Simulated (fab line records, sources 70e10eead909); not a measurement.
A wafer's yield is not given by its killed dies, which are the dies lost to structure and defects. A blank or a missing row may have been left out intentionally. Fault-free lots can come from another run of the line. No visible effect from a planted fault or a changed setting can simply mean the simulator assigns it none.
Which tool is to blame? ; flow nandHarc ; Sampling: 24 lots, 72 wafers, 3 of 1302 route steps

## WHAT THE GAUGES READ, wafer by wafer
NHARC_A_BLC_OVL_MEAS_11. Usual: overlayXNm 0.0 nm, standard deviation 0.88; overlayYNm 0.1 nm, standard deviation 0.99.
lot;measured;on;overlayXNm (nm);overlayYNm (nm);flag
L074;day 23 00:48;overlay-02;0.5 0.3 0.4;-0.7 0.0 -0.3;
L075;day 23 02:32;overlay-01;-0.5 -0.6 -0.6;0.8 0.5 0.6;
L076;day 23 09:40;overlay-01;-0.9 -1.2 -0.7;0.4 -0.1 -0.2;
L077;day 23 10:23;overlay-01;-1.0 -1.0 -0.4;-0.7 -0.7 -0.8;
L079;day 24 06:47;overlay-02;-0.1 -0.1 -0.2;0.3 0.6 -0.1;
L078;day 24 08:45;overlay-01;-0.1 -0.5 -0.7;1.3 1.3 1.4;
L080;day 24 22:34;overlay-02;-1.1 -0.3 -0.8;-0.1 0.9 0.4;
L081;day 25 01:44;overlay-02;0.6 0.5 0.2;0.9 0.7 1.0;
L082;day 26 10:35;overlay-01;-1.3 -1.4 -1.2;-0.8 -0.2 -0.8;
L084;day 26 12:07;overlay-01;-0.6 0.1 0.1;-1.4 -1.2 -1.3;
L083;day 26 16:37;overlay-01;-1.9 -1.6 -2.6;1.2 1.7 1.4;
L085;day 27 01:52;overlay-02;0.5 0.1 0.4;-1.4 -0.9 -1.4;
L086;day 27 22:12;overlay-01;0.4 0.4 0.4;-0.7 -1.0 -0.4;
L089;day 28 04:04;overlay-01;1.5 2.3 1.5;-0.1 0.3 0.5;
L087;day 28 06:30;overlay-01;0.2 1.4 0.3;1.5 1.2 1.2;
L088;day 28 19:06;overlay-02;0.6 0.3 0.3;0.4 0.3 0.5;
L090;day 28 21:49;overlay-02;0.2 0.5 0.9;-0.8 -1.1 -1.0;
L091;day 30 01:50;overlay-02;0.6 0.8 0.6;-1.1 -1.1 -1.0;
L093;day 30 05:28;overlay-02;-0.5 -0.1 -0.1;1.3 1.2 0.7;
L092;day 30 06:40;overlay-02;-0.4 0.0 0.1;1.5 1.6 1.6;
L094;day 30 16:37;overlay-02;0.5 0.3 0.5;-1.5 -1.6 -1.6;
L095;day 31 14:51;overlay-01;-0.1 -0.3 -0.4;1.2 1.4 1.1;
L096;day 31 21:45;overlay-02;1.3 1.3 1.4;1.1 0.3 0.5;
L097;day 32 07:44;overlay-02;0.4 0.7 0.3;-0.6 -0.9 -0.8;

NHARC_A_M1_CD_MEAS_09: target cd 120 nm. Usual: 119.9 nm for cdNm, sd 0.55.
lot;measured;on;cdNm (nm);flag
L074;day 23 08:53;cdSem-01;119.3 119.2 119.3;
L075;day 23 10:37;cdSem-01;119.5 120.4 120.3;
L076;day 23 17:46;cdSem-01;119.5 119.7 119.8;
L077;day 23 18:50;cdSem-01;119.9 119.3 119.7;
L079;day 24 15:13;cdSem-03;119.9 119.9 119.5;
L078;day 24 17:10;cdSem-02;119.3 119.8 120.0;
L080;day 25 06:34;cdSem-02;119.9 119.2 119.2;
L081;day 25 09:43;cdSem-01;121.2 120.7 120.5;
L082;day 26 18:47;cdSem-01;120.2 121.0 119.8;
L084;day 26 20:10;cdSem-01;118.7 118.8 118.7;
L083;day 27 00:36;cdSem-01;120.5 120.3 120.7;
L085;day 27 09:46;cdSem-02;120.4 118.7 120.4;
L086;day 28 06:11;cdSem-02;119.6 119.4 118.9;
L089;day 28 11:55;cdSem-03;119.6 119.5 120.7;
L087;day 28 14:32;cdSem-02;120.5 120.0 118.5;
L088;day 29 03:57;cdSem-03;119.4 119.7 119.2;
L090;day 29 05:56;cdSem-03;119.4 120.5 120.3;
L091;day 30 09:50;cdSem-02;119.9 119.9 119.5;
L093;day 30 13:31;cdSem-02;120.2 120.5 119.9;
L092;day 30 14:32;cdSem-02;119.4 120.4 120.4;
L094;day 31 01:25;cdSem-03;119.7 119.0 119.3;
L095;day 31 22:53;cdSem-01;119.1 119.8 119.7;
L096;day 32 05:48;cdSem-01;120.0 119.5 120.0;
L097;day 32 15:55;cdSem-02;120.1 120.8 119.1;

## TOOL THAT RAN EACH LOT (tool first, then ch and the chambers of the sampled wafers, then the start)
lot;NHARC_A_M0_ETCH_15
L074;rieDiel-09 ch 0,1,2, day 23 08:53 or earlier
L075;rieDiel-01 ch 0,2,3, day 23 10:37 or earlier
L076;rieDiel-02 ch 0,2,3, day 23 17:46 or earlier
L077;rieDiel-02 ch 0,2,3, day 23 18:50 or earlier
L079;rieDiel-02 ch 2,3, day 24 15:13 or earlier
L078;rieDiel-09 ch 0,3, day 24 17:10 or earlier
L080;rieDiel-01 ch 1,2,3, day 25 06:34 or earlier
L081;rieDiel-01 ch 0,1, day 25 09:43 or earlier
L082;rieDiel-01 ch 0,1,2, day 26 18:47 or earlier
L084;rieDiel-02 ch 0,2,3, day 26 20:10 or earlier
L083;rieDiel-01 ch 1,2, day 27 00:36 or earlier
L085;rieDiel-02 ch 0,3, day 27 09:46 or earlier
L086;rieDiel-01 ch 0,1,2, day 28 06:11 or earlier
L089;rieDiel-09 ch 1,2,3, day 28 11:55 or earlier
L087;rieDiel-01 ch 2,3, day 28 14:32 or earlier
L088;rieDiel-09 ch 1,2, day 29 00:13
L090;rieDiel-01 ch 0,1, day 29 05:56 or earlier
L091;rieDiel-09 ch 0,2, day 30 09:50 or earlier
L093;rieDiel-01 ch 1,2,3, day 30 13:31 or earlier
L092;rieDiel-01 ch 1,2, day 30 14:32 or earlier
L094;rieDiel-09 ch 0,2, day 31 01:25 or earlier
L095;rieDiel-02 ch 1,2,3, day 31 22:53 or earlier
L096;rieDiel-02 ch 0,1,3, day 32 05:48 or earlier
L097;rieDiel-09 ch 1,3, day 32 15:55 or earlier
- NHARC_A_M0_ETCH_15: etches the open film in C4F8/Ar, target depth 150 nm, overetch 15 nm, time 82.5 s.

## WHAT THE TOOLS THEMSELVES READ (means of the sampled wafers that have a number; where no wafer has one, the mark that the record gives instead)
NHARC_A_M0_ETCH_15. Usual: chamberPressureMTorr 24.999 mTorr, standard deviation 0.024; oesProductAu 0.952 a.u., standard deviation 0.023; rfVppV 440.5 V, standard deviation 2.5.
lot;tool;chamberPressureMTorr (mTorr);oesProductAu (a.u.);rfVppV (V);flag
L074;rieDiel-09;24.998;0.955;442.9;
L075;rieDiel-01;25.012;0.965;441.0;
L076;rieDiel-02;24.999;0.980;439.5;
L077;rieDiel-02;25.022;0.977;437.5;
L079;rieDiel-02;25.014;0.932;439.3;
L078;rieDiel-09;24.977;0.964;440.5;
L080;rieDiel-01;24.997;0.963;441.8;
L081;rieDiel-01;24.988;0.974;440.6;
L082;rieDiel-01;24.996;0.973;440.3;
L084;rieDiel-02;24.975;0.975;438.5;
L083;rieDiel-01;24.980;0.937;440.3;
L085;rieDiel-02;24.998;0.922;438.1;
L086;rieDiel-01;24.979;0.965;439.9;
L089;rieDiel-09;24.990;0.927;442.9;
L087;rieDiel-01;25.000;0.915;441.9;
L088;rieDiel-09;25.038;0.926;443.6;
L090;rieDiel-01;24.974;0.920;438.7;
L091;rieDiel-09;24.997;0.975;440.2;
L093;rieDiel-01;24.997;0.926;440.8;
L092;rieDiel-01;24.963;0.973;440.6;
L094;rieDiel-09;25.003;0.968;441.4;
L095;rieDiel-02;25.002;0.967;439.6;
L096;rieDiel-02;24.998;0.926;438.5;
L097;rieDiel-09;24.997;0.938;444.0;

## THE ANSWER, worked out from the rows above alone
Rule: lot off if the mean of its wafers having a number is beyond 3 standard deviations from the usual mean. Also off: a lot with no number at a reading for which 4 or more lots have one. Where the step has rows for the other lots, those lots are counted as sound. The gauges are gone through in route order, then the tools' own readings, and for those a lot's mean is taken as printed above. At the first step where some lot is off, the reading lying furthest off is the one used; lots without a number count as furthest.
None of the lots is off at any reading shown; this tells nothing.

## WHAT THE SIMULATOR HAD PUT IN
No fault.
